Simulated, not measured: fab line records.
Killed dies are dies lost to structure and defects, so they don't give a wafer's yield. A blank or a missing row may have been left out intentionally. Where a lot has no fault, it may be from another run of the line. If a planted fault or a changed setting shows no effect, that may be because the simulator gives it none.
Comparing a struck lot with a sound one -- flow nand-harc -- 14 steps out of a route of 1302
Sound: the wafers L333.2, L333.4, L333.5. Wafers L331.1, L331.3, L331.4 were the ones struck. Last of all comes the cause.
Per side, at each step with rows, come the tool, then ch with its chambers, and then its first start. Under that, the readings that differ: sound wafers -- struck wafers -- difference of the means -- sigmas: that difference in standard deviations of wafers without a fault.
alike: readings whose means differ by less than 2 such deviations, and words and numbers that are the same on both sides. not compared: withheld readings, readings that some wafer has no value for, bounds like >300 that may hide the same value, and numbers for which the record gives no deviation and whose values overlap.
A row with sigmas, a row that says differs or no value, or rows on one side alone: a step with any of these is where the two part. When numbers do not overlap yet have no deviation, they are printed without sigmas and do not part them. A reading that every wafer of one side lacks parts them only if that side has two wafers or more.

first, 3 steps without rows for these wafers: NHARC_A_CONTACT_EXPOSE_39 (exposes mask A CC 3); NHARC_A_CONTACT_PEB_40 (peb time 65 s); NHARC_A_CONTACT_DEVELOP_41 (develop time 35 s).
NHARC_A_CONTACT_CD_MEAS_42: the cd target is 300 nm.
  sound on cd-sem-03 ch 0, day 26 12:19; struck on cd-sem-02 ch 0, day 25 14:26
  alike: cd-nm
NHARC_A_CONTACT_OVL_MEAS_43:
  sound on overlay-01, day 26 12:25; struck on overlay-01, day 25 14:32
reading,sound,struck,difference,sigmas
overlay-x-nm (nm),-1.1 -0.5 -0.9,0.7 1.5 1.0,+1.9,+2
  alike: overlay-y-nm
NHARC_A_CONTACT_INSPECT_44:
  sound on defect-inspect-01, day 26 12:26; struck on defect-inspect-02, day 25 14:34
  alike: raw-defect-count
NHARC_A_CONTACT_DESCUM_47: chemistry O2, time 3 s.
  sound on rie-diel-02 ch 0,1, day 26 12:31; struck on rie-diel-02 ch 0,1,3, day 25 14:38
  alike: drypump-motor-current-A, oes-product-au, rf-vpp-V, showerhead-plenum-p-Torr, throttle-valve-pct
  not compared: rf-hours-counter-h
then, 2 steps without rows for these wafers: NHARC_A_CONTACT_ETCH_48 (etches the open film in CF4, target depth 39 nm, time 65 s); NHARC_A_CONTACT_ETCH_49 (etches the open film in N2/H2, target depth 260 nm, time 475.3 s).
NHARC_A_CONTACT_ETCH_50: etches the open film in CF4/CHF3, target depth 121 nm, time 60.5 s.
  sound on rie-diel-02 ch 2,3; struck on rie-diel-02 ch 0,1,2
  alike: bias-w, cf4-flow-sccm, drypump-motor-current-A, oes-product-au, rf-vpp-V, showerhead-plenum-p-Torr, throttle-valve-pct
  not compared: rf-hours-counter-h
NHARC_A_CONTACT_ETCH_51: etches the open film in O2/COS, target depth 7000 nm, time 1820 s.
  sound on rie-diel-02 ch 0,2,3; struck on rie-diel-02 ch 1,2,3
  alike: bias-w, chamber-pressure-mTorr, drypump-motor-current-A, oes-product-au, rf-vpp-V, showerhead-plenum-p-Torr, throttle-valve-pct
  not compared: rf-hours-counter-h
NHARC_A_CONTACT_ETCH_111: etches the open film in C4F8/O2/Ar, time 140 s, target depth 700 nm.
  sound on har-cap-etch-02 ch 0,1, day 26 14:20; struck on har-cap-etch-03 ch 0,1, day 25 16:33
  alike: chamber-pressure-mTorr, oes-air-line-au
  not compared: rf-hours-counter-h
NHARC_A_CONTACT_ETCH_112: etches the open film in C4F8/O2/Ar, time 190 s, target depth 1850 nm.
  sound on har-cap-etch-02 ch 0,1, day 26 14:32; struck on har-cap-etch-03 ch 0,1, day 25 16:44
  no value came back on the struck wafers for chamber-pressure-mTorr (mTorr), oes-air-line-au (a.u.), time-s (s); on the sound wafers chamber-pressure-mTorr (mTorr) reads 19.985 19.962 19.990
  not compared: rf-hours-counter-h
NHARC_A_CONTACT_ETCH_113: etches the open film in C4F8/O2/Ar, time 190 s, target depth 1850 nm.
  sound on har-cap-etch-02 ch 0,1, day 26 14:42; struck on har-cap-etch-03 ch 0,1, day 25 16:55
  alike: chamber-pressure-mTorr, oes-air-line-au
  not compared: rf-hours-counter-h

== WHERE THEY PART ==
At NHARC_A_CONTACT_OVL_MEAS_43 first; at NHARC_A_CONTACT_ETCH_112 last (within this record only). Later steps at which nothing parts them and some readings are alike: NHARC_A_CONTACT_ETCH_113.

WHY: what the simulator had put in
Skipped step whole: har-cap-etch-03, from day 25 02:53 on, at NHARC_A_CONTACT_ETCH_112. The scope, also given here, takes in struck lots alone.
